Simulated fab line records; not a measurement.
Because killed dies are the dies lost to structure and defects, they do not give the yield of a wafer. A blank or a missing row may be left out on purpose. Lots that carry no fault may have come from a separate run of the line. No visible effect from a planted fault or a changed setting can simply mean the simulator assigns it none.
Comparing a struck lot with a sound one || flow nand-harc || 41 out of 1302 route steps
Sound: wafers L197.2, L197.4, L197.6. Struck: wafers L208.1, L208.2, L208.5. The cause comes at the end.
At each step with rows: each side's tool, then ch and its chambers, then its first start. Under that, the readings that differ: sound wafers || struck wafers || difference of the means || sigmas: that difference in standard deviations of wafers without a fault.
alike: a reading whose means differ by less than 2 such deviations, as well as words and numbers matching on both sides. not compared: withheld readings; readings where some wafer has no value; bounds like >300 that might hide an equal value; numbers whose values overlap and for which the record gives no deviation.
Wherever a step has rows on one side only, a row that says differs or no value, or a row with sigmas, the two part there. When numbers do not overlap yet have no deviation, they are printed without sigmas and do not part them. A reading missing from all wafers of one side parts the sides only when that side holds two or more wafers.

first, 2 steps without rows for these wafers: NHARC_P_GATE_STRIP_95 (strips in O2); NHARC_P_GATE_STRIP_96 (strips in SPM, time 900 s).
NHARC_P_GATE_RTA_64: time 1 s.
  sound on rtp-anneal-02 ch 0, day 6 11:50; struck on rtp-anneal-01 ch 0, day 11 15:11
{"reading": "lamp-power-pct (%)", "sound": "33.15 33.20 33.14", "struck": "33.44 33.41 33.47", "difference": "+0.28", "sigmas": "+2"}
  alike: wafer_temp_C_max
then, 8 steps without rows for these wafers: NHARC_P_GATE_ETCH_77 (etches SiO2 in dHF, target depth 6 nm); NHARC_P_GATE_DEGAS_109 (time 60 s); NHARC_P_GATE_PRE_CLEAN_110 (time 30 s); NHARC_P_GATE_SPUTTER_78 (material Ni, target thk 10 nm); NHARC_P_GATE_SPUTTER_79 (material TiN, target thk 10 nm); NHARC_P_GATE_RTA_80 (time 30 s); NHARC_P_GATE_STRIP_67 (strips in SPM, time 600 s); NHARC_P_GATE_RTA_82 (time 30 s).
NHARC_P_GATE_INSPECT_68:
  sound: defect-inspect-02 at day 6 13:08; struck: defect-inspect-01 at day 11 16:27
  alike: raw-defect-count
NHARC_P_CONTACT_DEP_30: deposits SiNx, target thk 30 nm.
  sound on pecvd-03 ch 0,1,2, day 6 13:12; struck on pecvd-04 ch 0,2, day 11 16:31
  alike: heater-power-w
then, 1 step without rows for these wafers: NHARC_P_CONTACT_DEP_00 (deposits SiO2, target thk 500 nm).
NHARC_P_CONTACT_CMP_01: polishes SiO2, target thk 200 nm.
  sound on cmp-03 ch 1,2,3, day 6 13:55; struck on cmp-03 ch 0,1, day 11 17:16
  alike: motor-current-A
then, 11 steps without rows for these wafers: NHARC_P_CONTACT_SRD_03; NHARC_P_CONTACT_DEHYDRATE_04 (time 120 s); NHARC_P_CONTACT_HMDS_05 (time 30 s); NHARC_P_CONTACT_COAT_33 (time 75 s); NHARC_P_CONTACT_COAT_34 (time 65 s); NHARC_P_CONTACT_COAT_06 (resist thk 90 nm); NHARC_P_CONTACT_SOFTBAKE_07 (time 55 s); NHARC_P_CONTACT_EBR_08; NHARC_P_CONTACT_EXPOSE_09 (exposes mask P CA, target cd 90 nm); NHARC_P_CONTACT_PEB_10 (peb time 65 s); NHARC_P_CONTACT_DEVELOP_11 (develop time 35 s).
NHARC_P_CONTACT_CD_MEAS_12 targets a cd of 90 nm.
  sound on cd-sem-02 ch 0, day 6 14:37; struck on cd-sem-02 ch 0, day 11 17:56
  alike: cd-nm
NHARC_P_CONTACT_OVL_MEAS_13:
  sound: overlay-02 at day 6 14:43; struck: overlay-02 at day 11 18:02
{"reading": "overlay-y-nm (nm)", "sound": "0.8 0.2 0.1", "struck": "-1.5 -1.5 -1.3", "difference": -1.8, "sigmas": -3}
  alike: overlay-x-nm
NHARC_P_CONTACT_DESCUM_17: chemistry O2, time 3 s.
  sound on rie-diel-07 ch 1,2,3, day 6 14:49; struck on rie-diel-02 ch 0,2, day 11 18:08
  alike: drypump-motor-current-A, oes-product-au, rf-vpp-V, showerhead-plenum-p-Torr, throttle-valve-pct
  not compared: rf-hours-counter-h
then, 4 steps without rows for these wafers: NHARC_P_CONTACT_ETCH_35 (etches the open film in CF4, target depth 39 nm, time 65 s); NHARC_P_CONTACT_ETCH_36 (etches the open film in N2/H2, target depth 260 nm, time 406.25 s); NHARC_P_CONTACT_ETCH_18 (etches the open film in C4F8/O2/Ar, target depth 481 nm, time 240.5 s); NHARC_P_CONTACT_STRIP_37 (strips in C4F8/O2/Ar).
NHARC_P_CONTACT_ETCH_31: etches the open film in CH3F/O2, target depth 30 nm, time 85.7 s.
  sound: rie-diel-07 ch 2,3; struck: rie-diel-02 ch 0,2,3
  alike: ch3f-flow-sccm, drypump-motor-current-A, oes-product-au, rf-vpp-V, showerhead-plenum-p-Torr, throttle-valve-pct
  not compared: rf-hours-counter-h
NHARC_P_CONTACT_CD_MEAS_19:
  sound: cd-sem-02 at day 6 15:40; struck: cd-sem-03 at day 11 19:00
  alike: cd-nm
then, 2 steps without rows for these wafers: NHARC_P_CONTACT_STRIP_28 (strips in O2); NHARC_P_CONTACT_STRIP_29 (strips in post etch residue remover, time 1200 s).
NHARC_P_CONTACT_DEGAS_38: time 60 s.
  sound: pvd-sputter-03 at day 6 16:23; struck: pvd-sputter-03 at day 11 19:44
  alike: heater-power-w
then, 2 steps without rows for these wafers: NHARC_P_CONTACT_PRE_CLEAN_39 (time 19.5 s); NHARC_P_CONTACT_PVD_32 (deposits Ti, target thk 5 nm, time 17.7 s).
-- jump in the record: it breaks off in module P_CONTACT and resumes in module END (first step shown: number 1302 of the route), and 19 days separate the struck wafers' starts before and after --
NHARC_END_SORT_01:
  only the struck wafers appear in the record here, on prober-01 ch 0 at day 30 09:49; the sound ones have no rows

WHERE THEY PART
Earliest at NHARC_P_GATE_RTA_64; latest, in this record, at NHARC_END_SORT_01.

WHY: whatever the simulator had introduced
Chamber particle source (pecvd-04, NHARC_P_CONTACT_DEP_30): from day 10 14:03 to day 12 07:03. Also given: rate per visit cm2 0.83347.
